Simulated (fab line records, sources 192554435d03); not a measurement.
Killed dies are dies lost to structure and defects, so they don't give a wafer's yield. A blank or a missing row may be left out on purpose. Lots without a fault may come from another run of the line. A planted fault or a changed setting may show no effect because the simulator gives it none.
Problem report in the 8D (eight disciplines) form, filled by code | flow n5_finfet | the parts of the form that need people (team, actions taken, sign-off) are left out

1. THE PROBLEM
M4_OVL at N5_BEOL_M4_OVL_MEAS_12 reads a mean of 14.7 nm on 5 wafers of 2 lots; wafers without a fault read 0.0 nm with a standard deviation of 0.59. That is +25 standard deviations from the usual mean.
First seen on wafer L362.3, day 11 23:23, on overlay-01. The record holds 29 wafers of 10 lots with a number at this step. Rule for "out", or "out of limits": more than 4 standard deviations from the usual mean. The other wafers with a number count as sound.

2. WHAT IT IS AND WHAT IT IS NOT
question                    | is                     | is not
which readings at this step | M4_OVL                 | -
which lots                  | L362, L363             | L348, L351, L352, L354, L356, L361, L367, L370
which wafers of those lots  | all that have a number | -
read on which gauges        | overlay-01             | overlay-02
when                        | from day 11 23:23      | up to then (15 sound wafers); but 9 sound wafers of L361, L367, L370 came after

3. SUSPECTS, AND WHAT RULES EACH OUT
Counting: a tool at a process step up to the reading stays a suspect if it ran every lot that is out and no sound lot after the first of them.
- the gauge at N5_BEOL_M4_OVL_MEAS_12: ruled out. All the wafers that are out were read on overlay-01, but those of them that N5_PASSIVATION_PROBE_49 has rows for are out there too, on other tools.
- euv_scanner-01 at N5_BEOL_M4_EXPOSE_08 (exposes mask M4): kept. It ran every lot that is out, first L362 (day 11 23:14), and no sound lot after that; its last sound lot up to then is L356 (day 9 18:56).
Left after counting: euv_scanner-01 at N5_BEOL_M4_EXPOSE_08.

4. THE CAUSE (what the simulator had put in)
Scanner matching overlay: euv_scanner-01, from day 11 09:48 on, at N5_BEOL_M4_EXPOSE_08. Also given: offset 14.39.
Counting left only this tool.

5. THE CHAIN OF EFFECTS, in route order
Each row: a reading whose mean over the struck wafers that have a number lies more than 3 standard deviations from the usual. Only readings for which the record gives a usual standard deviation are gone through. hours: the time from each lot's start at the first step in this table that gives one to its start at this step, as a median over the lots. sigmas: the change in usual standard deviations.
hours | step                    | reading              | usual  | on struck wafers | change | sigmas
0     | N5_BEOL_M4_OVL_MEAS_12  | M4_OVL               | 0.0 nm | 14.7             | +14.7  | +25
118   | N5_PASSIVATION_PROBE_49 | defect_limited_yield | 91.7 % | 0.0              | -91.7  | -61
118   | N5_PASSIVATION_PROBE_49 | killed_at_M4_up      | 14     | 1108             | +1094  | +99 or more
118   | N5_PASSIVATION_PROBE_49 | killed_dies          | 98     | 1180             | +1082  | +60
118   | N5_PASSIVATION_PROBE_49 | killed_on_rim        | 13     | 152              | +139   | +39
118   | N5_PASSIVATION_PROBE_49 | sort_bin_5_function  | 4.9 %  | 50.3             | +45.4  | +50
118   | N5_PASSIVATION_PROBE_49 | sort_n_pass          | 1082   | 0                | -1082  | -60
118   | N5_PASSIVATION_PROBE_49 | sort_yield_pct       | 91.7 % | 0.0              | -91.7  | -61
The process steps in it:
- N5_PASSIVATION_PROBE_49
Later measuring or inspecting steps at which every struck wafer that the step has a row for has a number for every such reading, and none has moved that far: N5_BEOL_M4_RC_MEAS_101.

6. WHAT WOULD HAVE CAUGHT IT SOONER
In this record the first reading out of limits at a measuring or inspecting step was taken at day 11 23:23, 14 hours after the fault began at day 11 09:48.
Of the tool readings at N5_BEOL_M4_EXPOSE_08 for which the record gives a usual standard deviation, none was out on any struck wafer, so an alarm limit of 4 standard deviations on them would not have fired.
Of the lots that are out (2), L363 began N5_BEOL_M4_EXPOSE_08 on euv_scanner-01 after day 11 23:23. A hold on the tool at that time would have spared it.
